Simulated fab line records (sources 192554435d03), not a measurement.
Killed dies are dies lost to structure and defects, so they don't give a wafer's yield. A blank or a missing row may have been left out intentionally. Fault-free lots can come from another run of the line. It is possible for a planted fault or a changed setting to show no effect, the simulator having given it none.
8D (eight disciplines) problem report, filled in by code + flow n5Finfet + the parts of the form that need people (team, actions taken, sign-off) are left out

== 1. WHAT WENT WRONG ==
At N5_MOL_CONTACT_COAG_ETCH_65, etchRfOnTimeS averages 20.0 s over 2 wafers from 2 lots, while fault-free wafers read 10.4 s, standard deviation 0.39. That puts it +25 standard deviations away from the usual mean.
The step: etches underlayer in N2/H2, target depth 13 nm, time 10.4 s.
The first sign was on wafer L136.5 at day 10 05:27, on rieDiel-05. The record holds 26 wafers of 11 lots with a number at this step. Rule for "out", or "out of limits": more than 4 standard deviations from the usual mean. The other wafers with a number count as sound.

== 2. WHAT IT IS, WHAT IT ISN'T ==
| question                    | is                | is not                                                                              |
|-----------------------------|-------------------|-------------------------------------------------------------------------------------|
| which readings at this step | etchRfOnTimeS     | drypumpMotorCurrentA, oesProductAu, rfVppV, showerheadPlenumPTorr, throttleValvePct |
| which lots                  | L136, L138        | L116, L117, L120, L121, L123, L125, L126, L128, L130                                |
| which wafers of those lots  | L136.5, L138.5    | L136.3, L138.3                                                                      |
| read on which tools         | rieDiel-05        | rieDiel-04, rieDiel-06                                                              |
| when                        | from day 10 05:27 | up to then (23 sound wafers); but 1 sound wafer of L138 came after                  |

== 3. THE SUSPECTS, EACH WITH WHAT RULES IT OUT ==
Counting: if a tool at a process step up to the reading ran every lot that is out, it stays a suspect. Sound lots after the first of them don't rule it out here, since some wafers of a struck lot are sound.
- rieDiel-05 at N5_MOL_CONTACT_COAG_ETCH_65 (etches underlayer in N2/H2, target depth 13 nm, time 10.4 s): kept. Every lot that is out went through it, the first being L136 (day 10 05:27); the last sound lot it ran before that was L130 (day 8 16:04). Its own etchRfOnTimeS readings are out on those wafers.
The count leaves rieDiel-05 at N5_MOL_CONTACT_COAG_ETCH_65.

== 4. THE CAUSE (what the simulator had put in) ==
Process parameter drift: rieDiel-05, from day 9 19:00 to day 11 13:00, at N5_MOL_CONTACT_COAG_ETCH_65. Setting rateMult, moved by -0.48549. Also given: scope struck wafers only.
This tool alone remained once counting was done.

== 5. THE EFFECT CHAIN, in route order ==
Each row: a reading where the mean over the struck wafers with a number is more than 3 standard deviations away from the usual. Only readings whose record carries a usual standard deviation are examined. hours: median over the lots of the time between each lot's start at the first step of this table that gives one and its start at this step. sigmas: the change, counted in usual standard deviations.
| hours | step                        | reading       | usual  | on struck wafers | change | sigmas |
|-------|-----------------------------|---------------|--------|------------------|--------|--------|
| 0     | N5_MOL_CONTACT_COAG_ETCH_65 | etchRfOnTimeS | 10.4 s | 20.0             | +9.6   | +25    |
Here are the process steps it includes:
- N5_MOL_CONTACT_COAG_ETCH_65: etches underlayer in N2/H2, target depth 13 nm, time 10.4 s.
Later measuring or inspecting steps at which every struck wafer that the step has a row for has a number for every such reading, and none has moved that far: N5_BEOL_M4_RC_MEAS_101.

== 6. HOW IT WOULD HAVE BEEN CAUGHT EARLIER ==
In this record the first reading out of limits was taken at day 10 05:27, 10 hours after the fault began at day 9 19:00.
